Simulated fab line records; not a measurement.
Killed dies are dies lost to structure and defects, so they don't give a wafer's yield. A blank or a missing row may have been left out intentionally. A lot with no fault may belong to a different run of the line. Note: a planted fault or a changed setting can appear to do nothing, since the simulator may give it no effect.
Chamber matching    flow nandHarc    NHARC_P_GATE_STRIP_101 on rieDiel-12: 3 sister chambers
The step strips in O2, time 20 s. 3 wafers are shown with their chamber, then 7 later ones without.

EACH WAFER AND ITS CHAMBER
wafer   chamber  showerheadPlenumPTorr (Torr)
L084.1  0        3.43
L088.3  2        3.54
L088.6  3        3.63

WAFERS WHOSE CHAMBER IS MISSING
wafer   showerheadPlenumPTorr (Torr)
L094.3  3.63
L094.6  3.63
L095.5  3.53
L095.6  3.63
L097.3  3.63
L097.4  3.42
L097.5  3.42

WHICH CHAMBER EACH WENT THROUGH
wafer   from the rows above  in truth
L094.3  3                    3
L094.6  3                    3
L095.5  2                    2
L095.6  3                    3
L097.3  3                    3
L097.4  0                    0
L097.5  0                    0
Correct placement for 7 of the 7. From these rows, 0 cannot be placed. 0 placed wrongly.
How it was worked out, from the rows above alone: a wafer's distance from a chamber is the root of the sum, over the readings, of the square of ((its reading less the chamber's mean) divided by the reading's scatter). The wafer belongs to the nearest chamber; if the next one is less than 2 further off, it can't be placed. Each chamber's mean is taken over the wafers shown for it. The scatter (one wafer shown for each chamber): square how far every hidden wafer sits from the nearest shown wafer, average those squares and take the square root.
